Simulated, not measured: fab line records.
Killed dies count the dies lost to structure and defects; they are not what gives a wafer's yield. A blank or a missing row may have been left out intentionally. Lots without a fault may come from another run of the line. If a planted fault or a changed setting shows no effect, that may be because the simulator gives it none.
fab line records	flow n5Finfet
[record] lots = 7	wafers = 21
route steps=1938 shown BEOL_M5@1141 BEOL_M6@1194 BEOL_M7@1263 BEOL_M8@1336 BEOL_M9@1405
startH: the number of hours between the record's first day and the start of the first shown wafer of the lot	waitH: hours from the lot's prior step to this one	" repeats the value in the row above	L1.1+2: a single row standing in for several wafers	- value missing, or start not given	* or withheld: withheld	< > ~ a bound
route shown NAME@n: a module of which the file shows steps, and the number in the route of the first	usual: average and standard deviation across the fault-free wafers	same: alike in all rows	chamber/n: place in a boat	sites: per-site readings	_std_site: standard deviation of those values	_edge_site: the outer-site mean with the inner-site mean subtracted	radiusMm: for every site, how far away it sits from the centre of the wafer	mask NAME#n: copy n	behind: the tool/chamber that last shaped the wafer	hold: cause of the lot's hold/its duration in hours/its outcome	device: the transistor (n, p or np) that didn't switch	end of line: at the end of the route, the tests of the same wafers	where a step has no rows: the recipe by itself	killed: at the first sort, the dies lost to defects and structure; wafer yield is something else	map: a wafer's dies, marking killed ones x, the rest . and places with no die _
set.NAME: the run value of the setting; set.NAME@STEP: its run value at that earlier step	model.NAME: the simulator's own value behind a step, which no gauge read
one table per step and one row per wafer, for lots whose settings were changed on purpose
[[steps]]
[step N5_BEOL_M5_COAT_74]
[recipe] resist = underlayer	tempC = 205	timeS = 60	spinRpm = 1500	resistThkNm = 5
lot.wafer	tool	chamber	startH	waitH	set.spinRpm
L075.3	lithoTrack-01	0	-	-	1648
L075.5+6	"	0	"	"	1500
L085.1+5+6	lithoTrack-05	0	-	-	1500
L088.2+6	lithoTrack-05	0	-	-	1350
L088.4	"	0	"	"	1500
L089.1+4+6	lithoTrack-02	0	-	-	1500
L093.1	lithoTrack-01	0	-	-	1592
L093.3+6	"	0	"	"	1500
L096.2+3+6	lithoTrack-01	0	-	-	1500
L095.2+5+6	lithoTrack-01	0	-	-	1500
[step N5_BEOL_M5_COAT_22]
[recipe] resist = CAR-EUV	spinRpm = 1500	resistThkNm = 30
[step N5_BEOL_M5_EBR_24]
[recipe] solvent = PGMEA	ebrWidthMm = 1.5
[step N5_BEOL_M5_DESCUM_33]
[recipe] chemistry = O2	timeS = 7	sourcePowerW = 50	biasPowerW = 20	pressureMtorr = 20	rfFrequencyHz = 2.712e+07	tempC = 40	resist = CAR-EUV	o2FlowSccm = 225
[step N5_BEOL_M5_ETCH_75]
[recipe] chemistry = N2/H2	target = underlayer	targetDepthA = 65	maskMaterial = CAR-EUV	timeS = 5.2	ionEnergyEv = 200	pressureMtorr = 30	sourceW = 840	biasW = 150	n2FlowSccm = 200	h2FlowSccm = 200	ends = cleared
lot.wafer	tool	chamber	startH	waitH	set.spinRpm@BEOL_M5_COAT_74	model.etch.depthNm
L075.3	rieDiel-03	3	185.15	0.0	1648	4.762
L075.5	"	2	"	"	1500	4.996
L075.6	"	3	"	"	1500	4.987
L085.1	rieDiel-03	1	266.08	0.0	1500	5.001
L085.5	"	2	"	"	1500	4.989
L085.6	"	1	"	"	1500	5.002
L088.2	rieDiel-02	1	280.53	0.0	1350	5.246
L088.4	"	0	"	"	1500	5.002
L088.6	"	2	"	"	1350	5.259
L089.1+4	rieDiel-06	2,1	289.90	0.0	1500	4.982
L089.6	"	0	"	"	1500	4.972
L093.1	rieDiel-06	1	309.74	0.0	1592	4.843
L093.3	"	2	"	"	1500	4.987
L093.6	"	2	"	"	1500	4.989
L096.2	rieDiel-06	1	311.07	0.0	1500	5.002
L096.3	"	2	"	"	1500	5.011
L096.6	"	0	"	"	1500	4.995
L095.2	rieDiel-06	1	353.96	0.0	1500	5.001
L095.5	"	1	"	"	1500	5.004
L095.6	"	0	"	"	1500	4.993
[step N5_BEOL_M6_ILD_DEP_00]
[recipe] material = SiCOH_lowk	targetThkA = 1797.5	tempC = 300	precursor = DEMS/porogen	pressureTorr = 5	rfW = 500	timeS = 33.4
lot.wafer	tool	chamber	startH	waitH	set.timeS	model.SiCOH_lowk_of_BEOL_M6_ILD_DEP_00.thkNm
L075.3	pecvd-04	1	193.41	0.0	36.61	195.8
L075.5	"	0	"	"	36.61	199.4
L075.6	"	2	"	"	33.4	182
L085.1	pecvd-01	0	273.93	0.0	33.4	179.6
L085.5+6	"	0,2	"	"	34.72	188.2
L088.2	pecvd-01	1	288.06	0.0	33.4	179.4
L088.4	"	1	"	"	33.4	181.2
L088.6	"	2	"	"	33.4	183
L089.1	pecvd-01	1	298.93	0.0	35.89	194.6
L089.4	"	2	"	"	33.4	181.8
L089.6	"	0	"	"	35.89	196.2
L093.1	pecvd-01	1	317.96	0.0	33.4	177
L093.3	"	2	"	"	33.4	176.8
L093.6	"	0	"	"	33.4	180.6
L096.2	pecvd-04	0	318.59	0.0	33.4	179.2
L096.3	"	2	"	"	33.4	180.2
L096.6	"	2	"	"	33.4	179.6
L095.2	pecvd-04	1	361.34	0.0	33.4	178
L095.5	"	1	"	"	33.4	182.2
L095.6	"	2	"	"	33.4	180.6
[step N5_BEOL_M6_CURE_74]
[recipe] tempC = 385	timeS = 240	ambient = He/Ar	material = SiCOH_lowk
lot.wafer	tool	chamber	startH	waitH	set.timeS@BEOL_M6_ILD_DEP_00	model.SiCOH_lowk_of_BEOL_M6_ILD_DEP_00.thkNm
L075.3	uvCure-02	0	193.63	0.2	36.61	169
L075.5	"	0	"	"	36.61	172.2
L075.6	"	0	"	"	33.4	156.8
L085.1	uvCure-03	0	274.00	0.0	33.4	154.8
L085.5+6	"	0	"	"	34.72	162.4
L088.2	uvCure-03	0	288.21	0.1	33.4	154.6
L088.4	"	0	"	"	33.4	156.4
L088.6	"	0	"	"	33.4	158
L089.1	uvCure-01	0	298.99	0.0	35.89	167.8
L089.4	"	0	"	"	33.4	156.8
L089.6	"	0	"	"	35.89	169.4
L093.1	uvCure-03	0	318.03	0.0	33.4	152.6
L093.3	"	0	"	"	33.4	152.4
L093.6	"	0	"	"	33.4	155.6
L096.2	uvCure-01	0	318.76	0.1	33.4	154.4
L096.3	"	0	"	"	33.4	155.4
L096.6	"	0	"	"	33.4	155
L095.2	uvCure-02	2	361.48	0.1	33.4	153.4
L095.5	"	2	"	"	33.4	157
L095.6	"	2	"	"	33.4	155.8
[step N5_BEOL_M6_THK_MEAS_01]
[recipe] reads = SiCOH_lowk_of_BEOL_M6_ILD_DEP_00
[usual] M6_ILD_THK = 154.8/1.7
lot.wafer	tool	chamber	startH	waitH	set.timeS@BEOL_M6_ILD_DEP_00	M6_ILD_THK[nm]
L075.3	filmMetro-02	-	193.98	0.3	36.61	169.0
L075.5	"	-	"	"	36.61	172.3
L075.6	"	-	"	"	33.4	156.8
L085.1	filmMetro-01	-	274.52	0.4	33.4	154.9
L085.5	"	-	"	"	34.72	162.6
L085.6	"	-	"	"	34.72	162.4
L088.2	filmMetro-02	-	288.64	0.4	33.4	154.7
L088.4	"	-	"	"	33.4	156.3
L088.6	"	-	"	"	33.4	158.0
L089.1	filmMetro-01	-	299.51	0.4	35.89	167.9
L089.4	"	-	"	"	33.4	156.8
L089.6	"	-	"	"	35.89	169.3
L093.1	filmMetro-02	-	318.54	0.4	33.4	152.6
L093.3	"	-	"	"	33.4	152.5
L093.6	"	-	"	"	33.4	155.6
L096.2	filmMetro-02	-	319.19	0.4	33.4	154.5
L096.3	"	-	"	"	33.4	155.5
L096.6	"	-	"	"	33.4	155.0
L095.2	filmMetro-02	-	361.92	0.4	33.4	153.4
L095.5	"	-	"	"	33.4	157.0
L095.6	"	-	"	"	33.4	155.8
[step N5_BEOL_M6_COAT_60]
[recipe] resist = SiARC	tempC = 220	timeS = 60	spinRpm = 1500	resistThkNm = 35
lot.wafer	tool	chamber	startH	waitH	set.spinRpm	model.SiARC_of_BEOL_M6_COAT_60.thkNm
L075.3	lithoTrack-04	0	-	-	1628	33.4
L075.5+6	"	0	"	"	1500	35
L085.1+6	lithoTrack-03	0	-	-	1367	36.6
L085.5	"	0	"	"	1500	35
L088.2+4+6	lithoTrack-04	0	-	-	1500	35
L089.1	lithoTrack-05	0	-	-	1595	34
L089.4+6	"	0	"	"	1500	35
L093.1+3	lithoTrack-03	0	-	-	1620	33.6
L093.6	"	0	"	"	1500	35
L096.2+3	lithoTrack-04	0	-	-	1559	34.4
L096.6	"	0	"	"	1500	35.2
L095.2+5+6	lithoTrack-03	0	-	-	1500	35.2
[step N5_BEOL_M6_COAT_05]
[recipe] resist = CAR-ArF	spinRpm = 1500	resistThkNm = 90
[step N5_BEOL_M6_EBR_07]
[recipe] solvent = PGMEA	ebrWidthMm = 1.5
[step N5_BEOL_M6_DESCUM_16]
[recipe] chemistry = O2	timeS = 7.9	sourcePowerW = 50	biasPowerW = 20	pressureMtorr = 20	rfFrequencyHz = 2.712e+07	tempC = 40	resist = CAR-ArF	o2FlowSccm = 225
[step N5_BEOL_M6_ETCH_61]
[recipe] chemistry = CF4	target = SiARC	targetDepthA = 455	maskMaterial = CAR-ArF	timeS = 75.8	ionEnergyEv = 80	pressureMtorr = 40	sourceW = 545	biasW = 36	Ar_flow_sccm = 100	cf4FlowSccm = 100	ends = cleared
[usual] etchRfOnTimeS = 75.8/1.2
lot.wafer	tool	chamber	startH	waitH	set.spinRpm@BEOL_M6_COAT_60	etchRfOnTimeS	model.etch.depthNm	model.CAR-ArF_of_BEOL_M6_COAT_05.thkNm
L075.3	rieDiel-04	1	196.65	0.0	1628	70.8	33.45	51.4
L075.5	"	0	"	"	1500	75.4	34.99	50.4
L075.6	"	1	"	"	1500	74.3	34.98	50.4
L085.1	rieDiel-04	3	277.36	0.0	1367	79.5	36.6	49.6
L085.5	"	0	"	"	1500	76.3	34.97	50.8
L085.6	"	3	"	"	1367	79.4	36.66	49.2
L088.2	rieDiel-04	0	291.00	0.0	1500	75.9	35.04	51
L088.4	"	3	"	"	1500	75.2	34.99	50.8
L088.6	"	0	"	"	1500	75.5	35	50.8
L089.1	rieDiel-05	3	303.32	0.0	1595	74.6	33.91	52
L089.4	"	0	"	"	1500	75.1	34.95	51.2
L089.6	"	0	"	"	1500	74.5	34.92	51.2
L093.1	rieDiel-05	1	321.10	0.0	1620	73.8	33.64	52.8
L093.3	"	2	"	"	1620	73.2	33.57	52.6
L093.6	"	1	"	"	1500	76.7	35	51.6
L096.2	rieDiel-05	2	321.35	0.0	1559	76.8	34.47	51.6
L096.3	"	1	"	"	1559	77.3	34.49	51.8
L096.6	"	2	"	"	1500	78.2	35.16	51
L095.2	rieDiel-04	0	364.40	0.0	1500	77.6	35.14	51
L095.5	"	0	"	"	1500	77.9	35.21	50.8
L095.6	"	3	"	"	1500	76.2	35.1	51.2
[step N5_BEOL_M6_ETCH_62]
[recipe] chemistry = N2/H2	target = SOC	targetDepthA = 1100	overetchA = 220	maskMaterial = SiARC	tempC = 40	timeS = 165	ionEnergyEv = 200	pressureMtorr = 30	sourceW = 840	biasW = 150	n2FlowSccm = 200	h2FlowSccm = 200
lot.wafer	tool	chamber	startH	waitH	set.spinRpm@BEOL_M6_COAT_60	model.SiARC_of_BEOL_M6_COAT_60.thkNm
L075.3	rieDiel-04	1	196.70	0.0	1628	26.8
L075.5	"	0	"	"	1500	28.4
L075.6	"	1	"	"	1500	28.2
L085.1+6	rieDiel-04	3	277.42	0.0	1367	30
L085.5	"	0	"	"	1500	28.4
L088.2+4+6	rieDiel-04	0,3,0	291.06	0.0	1500	28.4
L089.1	rieDiel-05	3	303.37	0.0	1595	27.4
L089.4	"	0	"	"	1500	28.4
L089.6	"	0	"	"	1500	28.2
L093.1+3	rieDiel-05	1,2	321.15	0.0	1620	27
L093.6	"	1	"	"	1500	28.4
L096.2+3	rieDiel-05	2,1	321.41	0.0	1559	27.8
L096.6	"	2	"	"	1500	28.6
L095.2+5	rieDiel-04	0	364.46	0.0	1500	28.6
L095.6	"	3	"	"	1500	28.4
[step N5_BEOL_M7_ILD_DEP_00]
[recipe] material = SiCOH_lowk	targetThkA = 1797.5	tempC = 300	precursor = DEMS/porogen	pressureTorr = 5	rfW = 500	timeS = 33.4
lot.wafer	tool	chamber	startH	waitH	set.timeS	model.SiCOH_lowk_of_BEOL_M7_ILD_DEP_00.thkNm
L075.3	pecvd-03	2	203.81	0.0	30.76	165.6
L075.5	"	2	"	"	33.4	181.6
L075.6	"	1	"	"	33.4	181
L085.1	pecvd-04	2	283.23	0.0	33.4	180
L085.5+6	"	0,1	"	"	34.81	188.4
L088.2	pecvd-02	0	297.86	0.0	37.36	200
L088.4	"	0	"	"	37.36	203.6
L088.6	"	2	"	"	33.4	181.4
L089.1	pecvd-02	2	312.58	0.0	33.4	178.8
L089.4	"	2	"	"	34.95	191
L089.6	"	1	"	"	33.4	182
L093.1	pecvd-02	2	328.32	0.0	33.4	178.6
L093.3	"	1	"	"	35.7	189.2
L093.6	"	2	"	"	35.7	192.2
L096.2	pecvd-04	2	328.44	0.0	33.4	179
L096.3	"	1	"	"	33.4	178.8
L096.6	"	0	"	"	37.62	204.2
L095.2+5	pecvd-03	1	373.60	0.0	33.4	181
L095.6	"	0	"	"	33.4	184
[step N5_BEOL_M7_CURE_74]
[recipe] tempC = 385	timeS = 240	ambient = He/Ar	material = SiCOH_lowk
lot.wafer	tool	chamber	startH	waitH	set.timeS@BEOL_M7_ILD_DEP_00	model.SiCOH_lowk_of_BEOL_M7_ILD_DEP_00.thkNm
L075.3	uvCure-02	0	204.03	0.2	30.76	142.8
L075.5	"	0	"	"	33.4	156.6
L075.6	"	0	"	"	33.4	156
L085.1	uvCure-03	2	283.31	0.1	33.4	155.2
L085.5+6	"	2	"	"	34.81	162.6
L088.2	uvCure-02	1	298.02	0.1	37.36	172.6
L088.4	"	1	"	"	37.36	175.8
L088.6	"	1	"	"	33.4	156.4
L089.1	uvCure-02	2	312.65	0.0	33.4	154.2
L089.4	"	2	"	"	34.95	164.8
L089.6	"	2	"	"	33.4	157
L093.1	uvCure-02	0	328.38	0.0	33.4	154
L093.3	"	0	"	"	35.7	163.2
L093.6	"	0	"	"	35.7	165.8
L096.2	uvCure-01	0	328.59	0.1	33.4	154.4
L096.3	"	0	"	"	33.4	154.2
L096.6	"	0	"	"	37.62	176.4
L095.2	uvCure-01	0	373.74	0.1	33.4	156.2
L095.5	"	0	"	"	33.4	156
L095.6	"	0	"	"	33.4	158.6
[step N5_BEOL_M7_THK_MEAS_01]
[recipe] reads = SiCOH_lowk_of_BEOL_M7_ILD_DEP_00
[usual] M7_ILD_THK = 155.1/1.6
lot.wafer	tool	chamber	startH	waitH	set.timeS@BEOL_M7_ILD_DEP_00	M7_ILD_THK[nm]
L075.3	filmMetro-01	-	204.39	0.3	30.76	142.8
L075.5	"	-	"	"	33.4	156.5
L075.6	"	-	"	"	33.4	156.1
L085.1	filmMetro-02	-	283.82	0.4	33.4	155.4
L085.5	"	-	"	"	34.81	162.5
L085.6	"	-	"	"	34.81	162.6
L088.2	filmMetro-01	-	298.45	0.4	37.36	172.7
L088.4	"	-	"	"	37.36	175.8
L088.6	"	-	"	"	33.4	156.4
L089.1	filmMetro-02	-	313.16	0.4	33.4	154.1
L089.4	"	-	"	"	34.95	164.8
L089.6	"	-	"	"	33.4	157.0
L093.1	filmMetro-01	-	328.89	0.4	33.4	154.0
L093.3	"	-	"	"	35.7	163.2
L093.6	"	-	"	"	35.7	165.9
L096.2	filmMetro-01	-	329.02	0.4	33.4	154.3
L096.3	"	-	"	"	33.4	154.3
L096.6	"	-	"	"	37.62	176.5
L095.2	filmMetro-01	-	374.17	0.4	33.4	156.1
L095.5	"	-	"	"	33.4	156.0
L095.6	"	-	"	"	33.4	158.7
[step N5_BEOL_M7_PECVD_70]
[recipe] material = SiO2	targetThkA = 200	tempC = 400	precursor = TEOS/O2	pressureTorr = 5.5	rfW = 450	teosFlowSccm = 53.8	gas = O2	flowSccm = 3000	timeS = 22.7
lot.wafer	tool	chamber	startH	waitH	set.timeS	model.SiO2_of_BEOL_M7_PECVD_70.thkNm
L075.3+5	pecvd-02	0,1	204.44	0.1	22.7	20
L075.6	"	0	"	"	22.7	20.4
L085.1	pecvd-04	1	283.86	0.0	22.7	20
L085.5	"	0	"	"	24	21.2
L085.6	"	1	"	"	24	21.4
L088.2	pecvd-02	2	298.49	0.0	22.7	19.8
L088.4	"	1	"	"	22.7	19.6
L088.6	"	2	"	"	21.77	19.2
L089.1	pecvd-03	1	313.20	0.0	22.7	19.4
L089.4	"	1	"	"	20.68	18.4
L089.6	"	2	"	"	20.68	18.2
L093.1	pecvd-02	0	328.93	0.0	19.95	17.2
L093.3	"	2	"	"	22.7	19.6
L093.6	"	1	"	"	19.95	17.6
L096.2	pecvd-04	0	329.06	0.0	22.7	20
L096.3	"	1	"	"	20.65	18
L096.6	"	0	"	"	20.65	18.4
L095.2	pecvd-03	2	374.21	0.0	22.7	19.6
L095.5	"	0	"	"	22.7	19.8
L095.6	"	1	"	"	22.7	20.2
[step N5_BEOL_M8_HM_DEP_02]
[recipe] material = TiN	targetThkA = 200	tempC = 25	chamberPressurePa = 0.49996
lot.wafer	tool	chamber	startH	waitH	set.targetThkA	model.TiN_of_BEOL_M8_HM_DEP_02.thkNm
L075.3+5+6	pvdSputter-03	-	213.10	0.8	200	20.2
L085.1	pvdSputter-02	-	295.53	0.9	181.8	18.2
L085.5	"	-	"	"	200	20
L085.6	"	-	"	"	181.8	18
L088.2+6	pvdSputter-02	-	316.89	3.9	175.4	17.6
L088.4	"	-	"	"	200	20
L089.1+4	pvdSputter-01	-	324.06	1.1	200	20
L089.6	"	-	"	"	207.3	20.8
L096.2+6	pvdSputter-01	-	339.22	0.5	200	19.8
L096.3	"	-	"	"	181.1	18
L093.1	pvdSputter-01	-	339.32	0.3	200	19.8
L093.3+6	"	-	"	"	226.5	22.6
L095.2+5+6	pvdSputter-01	-	383.27	0.6	200	20
[step N5_BEOL_M8_COAT_59]
[recipe] resist = SOC	tempC = 250	timeS = 60	spinRpm = 1500	resistThkNm = 100
[step N5_BEOL_M8_COAT_60]
[recipe] resist = SiARC	tempC = 220	timeS = 60	spinRpm = 1500	resistThkNm = 35
[step N5_BEOL_M8_STRIP_68]
[recipe] chemistry = N2/H2	tempC = 40	n2FlowSccm = 200	h2FlowSccm = 200	rfFrequencyHz = 6e+07
[step N5_BEOL_M8_STRIP_67]
[recipe] chemistry = CF4	resist = SiARC	powerW = 300	biasPowerW = 75	pressureMtorr = 50	cf4FlowSccm = 150	rfFrequencyHz = 6e+07
[step N5_BEOL_M8_HM_OPEN_17]
[recipe] chemistry = Cl2/BCl3	targetDepthA = 200	overetchA = 60	target = TiN	maskMaterial = SOC	ionEnergyEv = 150	pressureMtorr = 10	icpW = 1000	biasW = 126	Cl2_flow_sccm = 53.25	bcl3FlowSccm = 21.75	Ar_flow_sccm = 25
lot.wafer	tool	chamber	startH	waitH	set.targetThkA@BEOL_M8_HM_DEP_02	model.etch.depthNm
L075.3+6	rieMetal-03	1	213.90	0.1	200	20.16
L075.5	"	1	"	"	200	20.19
L085.1	rieMetal-01	1	296.40	0.0	181.8	18.22
L085.5	"	0	"	"	200	20.04
L085.6	"	1	"	"	181.8	18.07
L088.2	rieMetal-02	0	317.79	0.0	175.4	17.6
L088.4	"	0	"	"	200	20.08
L088.6	"	0	"	"	175.4	17.63
L089.1	rieMetal-03	0	325.00	0.0	200	20.07
L089.4	"	0	"	"	200	20.09
L089.6	"	0	"	"	207.3	20.74
L096.2	rieMetal-02	1	340.08	0.0	200	19.79
L096.3	"	1	"	"	181.1	18
L096.6	"	1	"	"	200	19.77
L093.1	rieMetal-03	0	340.25	0.0	200	19.88
L093.3	"	1	"	"	226.5	22.56
L093.6	"	0	"	"	226.5	22.55
L095.2	rieMetal-01	1	384.26	0.1	200	20.03
L095.5	"	1	"	"	200	19.99
L095.6	"	1	"	"	200	20.08
[step N5_BEOL_M9_HM_DEP_02]
[recipe] material = TiN	targetThkA = 200	tempC = 25	chamberPressurePa = 0.49996
lot.wafer	tool	chamber	startH	waitH	set.targetThkA	model.TiN_of_BEOL_M9_HM_DEP_02.thkNm
L075.3	pvdSputter-02	-	223.82	1.9	182.6	18.2
L075.5	"	-	"	"	200	20.2
L075.6	"	-	"	"	200	19.8
L085.1	pvdSputter-03	-	303.13	1.2	200	20.4
L085.5	"	-	"	"	200	20.2
L085.6	"	-	"	"	189	19.2
L088.2+4	pvdSputter-01	-	327.22	2.1	200	20.2
L088.6	"	-	"	"	200	20.4
L089.1+4	pvdSputter-01	-	332.66	3.0	220.1	22
L089.6	"	-	"	"	220.1	22.2
L096.2	pvdSputter-03	-	347.33	1.0	175.7	17.6
L096.3	"	-	"	"	175.7	17.4
L096.6	"	-	"	"	200	19.8
L093.1	pvdSputter-03	-	347.69	0.4	200	19.8
L093.3+6	"	-	"	"	200	20
L095.2+5	pvdSputter-02	-	390.55	0.9	200	20.2
L095.6	"	-	"	"	200	20
[step N5_BEOL_M9_COAT_59]
[recipe] resist = SOC	tempC = 250	timeS = 60	spinRpm = 1500	resistThkNm = 100
[step N5_BEOL_M9_COAT_60]
[recipe] resist = SiARC	tempC = 220	timeS = 60	spinRpm = 1500	resistThkNm = 30
[step N5_BEOL_M9_STRIP_68]
[recipe] chemistry = N2/H2	tempC = 40	n2FlowSccm = 200	h2FlowSccm = 200	rfFrequencyHz = 6e+07
[step N5_BEOL_M9_STRIP_67]
[recipe] chemistry = CF4	resist = SiARC	powerW = 300	biasPowerW = 75	pressureMtorr = 50	cf4FlowSccm = 150	rfFrequencyHz = 6e+07
[step N5_BEOL_M9_HM_OPEN_17]
[recipe] chemistry = Cl2/BCl3	targetDepthA = 200	overetchA = 60	target = TiN	maskMaterial = SOC	ionEnergyEv = 150	pressureMtorr = 10	icpW = 1000	biasW = 126	Cl2_flow_sccm = 53.25	bcl3FlowSccm = 21.75	Ar_flow_sccm = 25
lot.wafer	tool	chamber	startH	waitH	set.targetThkA@BEOL_M9_HM_DEP_02	model.etch.depthNm
L075.3	rieMetal-03	1	224.74	0.1	182.6	18.28
L075.5	"	1	"	"	200	20.11
L075.6	"	1	"	"	200	19.89
L085.1	rieMetal-02	1	304.16	0.0	200	20.37
L085.5	"	0	"	"	200	20.27
L085.6	"	1	"	"	189	19.17
L088.2	rieMetal-02	0	328.08	0.0	200	20.23
L088.4	"	1	"	"	200	20.26
L088.6	"	0	"	"	200	20.34
L089.1	rieMetal-02	0	333.86	0.0	220.1	22.01
L089.4	"	1	"	"	220.1	22
L089.6	"	1	"	"	220.1	22.13
L096.2	rieMetal-01	0	348.18	0.0	175.7	17.62
L096.3	"	0	"	"	175.7	17.41
L096.6	"	0	"	"	200	19.87
L093.1	rieMetal-01	0	348.54	0.0	200	19.89
L093.3	"	0	"	"	200	20.03
L093.6	"	1	"	"	200	19.93
L095.2	rieMetal-02	1	391.28	0.0	200	20.13
L095.5	"	0	"	"	200	20.25
L095.6	"	1	"	"	200	20
[[key]]
[split] step = N5_BEOL_M5_COAT_74	setting = spinRpm	stated = 1500	by = wafer
[response] step = N5_BEOL_M5_ETCH_75	reading = model.etch.depthNm	change = -0.0241	per = 1%	r = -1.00
[split] step = N5_BEOL_M6_ILD_DEP_00	setting = timeS	stated = 33.4	by = wafer
[response] step = N5_BEOL_M6_ILD_DEP_00	reading = model.SiCOH_lowk_of_BEOL_M6_ILD_DEP_00.thkNm	change = +1.74	per = 1%	r = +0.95
[response] step = N5_BEOL_M6_CURE_74	reading = model.SiCOH_lowk_of_BEOL_M6_ILD_DEP_00.thkNm	change = +1.53	per = 1%	r = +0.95
[response] step = N5_BEOL_M6_THK_MEAS_01	reading = M6_ILD_THK	change = +1.54	per = 1%	r = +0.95
[split] step = N5_BEOL_M6_COAT_60	setting = spinRpm	stated = 1500	by = wafer
[response] step = N5_BEOL_M6_COAT_60	reading = model.SiARC_of_BEOL_M6_COAT_60.thkNm	change = -0.179	per = 1%	r = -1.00
[response] step = N5_BEOL_M6_ETCH_61	reading = etchRfOnTimeS	change = *	per = 1%	r = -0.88
[response] step = N5_BEOL_M6_ETCH_61	reading = model.etch.depthNm	change = -0.178	per = 1%	r = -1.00
[response] step = N5_BEOL_M6_ETCH_61	reading = model.CAR-ArF_of_BEOL_M6_COAT_05.thkNm	change = +0.139	per = 1%	r = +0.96
[response] step = N5_BEOL_M6_ETCH_62	reading = model.SiARC_of_BEOL_M6_COAT_60.thkNm	change = -0.174	per = 1%	r = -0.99
[split] step = N5_BEOL_M7_ILD_DEP_00	setting = timeS	stated = 33.4	by = wafer
[response] step = N5_BEOL_M7_ILD_DEP_00	reading = model.SiCOH_lowk_of_BEOL_M7_ILD_DEP_00.thkNm	change = +1.9	per = 1%	r = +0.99
[response] step = N5_BEOL_M7_CURE_74	reading = model.SiCOH_lowk_of_BEOL_M7_ILD_DEP_00.thkNm	change = +1.65	per = 1%	r = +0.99
[response] step = N5_BEOL_M7_THK_MEAS_01	reading = M7_ILD_THK	change = +1.66	per = 1%	r = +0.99
[split] step = N5_BEOL_M7_PECVD_70	setting = timeS	stated = 22.7	by = wafer
[response] step = N5_BEOL_M7_PECVD_70	reading = model.SiO2_of_BEOL_M7_PECVD_70.thkNm	change = +0.174	per = 1%	r = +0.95
[split] step = N5_BEOL_M8_HM_DEP_02	setting = targetThkA	stated = 200	by = wafer
[response] step = N5_BEOL_M8_HM_DEP_02	reading = model.TiN_of_BEOL_M8_HM_DEP_02.thkNm	change = +0.203	per = 1%	r = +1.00
[response] step = N5_BEOL_M8_HM_OPEN_17	reading = model.etch.depthNm	change = +0.2	per = 1%	r = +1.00
[split] step = N5_BEOL_M9_HM_DEP_02	setting = targetThkA	stated = 200	by = wafer
[response] step = N5_BEOL_M9_HM_DEP_02	reading = model.TiN_of_BEOL_M9_HM_DEP_02.thkNm	change = +0.196	per = 1%	r = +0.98
[response] step = N5_BEOL_M9_HM_OPEN_17	reading = model.etch.depthNm	change = +0.197	per = 1%	r = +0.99
